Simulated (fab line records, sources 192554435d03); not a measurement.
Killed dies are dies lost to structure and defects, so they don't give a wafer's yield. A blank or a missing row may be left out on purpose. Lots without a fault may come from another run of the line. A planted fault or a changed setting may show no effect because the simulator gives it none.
Chamber matching | flow n5_finfet | N5_DUMMY_GATE_STRIP_40 on rie_diel-04: 4 sister chambers
The step strips in CF4. 8 wafers are shown with their chamber, then 11 later ones without.

WAFERS WITH THEIR CHAMBER
wafer  | chamber | showerhead_plenum_p_Torr (Torr) | throttle_valve_pct (%)
L078.5 | 3       | 1.72                            | 13.67
L080.5 | 3       | 1.72                            | 13.68
L082.1 | 0       | 1.86                            | 13.86
L082.5 | 1       | 1.76                            | 13.23
L088.2 | 0       | 1.85                            | 13.88
L088.3 | 2       | 1.84                            | 13.82
L088.5 | 1       | 1.76                            | 13.22
L089.1 | 2       | 1.84                            | 13.84

WAFERS WITHOUT THEIR CHAMBER
wafer  | showerhead_plenum_p_Torr (Torr) | throttle_valve_pct (%)
L089.2 | 1.85                            | 13.88
L089.5 | 1.76                            | 13.24
L090.3 | 1.85                            | 13.88
L090.5 | 1.71                            | 13.72
L090.6 | 1.84                            | 13.84
L093.1 | 1.71                            | 13.71
L093.3 | 1.84                            | 13.84
L093.6 | 1.71                            | 13.72
L096.3 | 1.75                            | 13.26
L096.4 | 1.85                            | 13.92
L096.5 | 1.84                            | 13.90

WHICH CHAMBER EACH WENT THROUGH
wafer  | from the rows above     | in truth
L089.2 | 0                       | 0
L089.5 | 1                       | 1
L090.3 | 0                       | 0
L090.5 | 3                       | 3
L090.6 | 2                       | 2
L093.1 | 3                       | 3
L093.3 | 2                       | 2
L093.6 | 3                       | 3
L096.3 | 1                       | 1
L096.4 | 0                       | 0
L096.5 | can't be placed: 0 or 2 | 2
Placed correctly: 10 of 11. Can't be placed from these rows: 1 (the true chamber is among the candidates in 1). Placed wrongly: 0.
How it was worked out, from the rows above alone: a wafer's distance from a chamber is the root of the sum, over the readings, of the square of ((its reading less the chamber's mean) divided by the reading's scatter). The wafer belongs to the nearest chamber; if the next one is less than 2 further off, it can't be placed. A chamber's mean is the mean of its shown wafers. The scatter: the root of (the sum of the squares of (reading less its chamber's mean) over the shown wafers, divided by (wafers less chambers)).
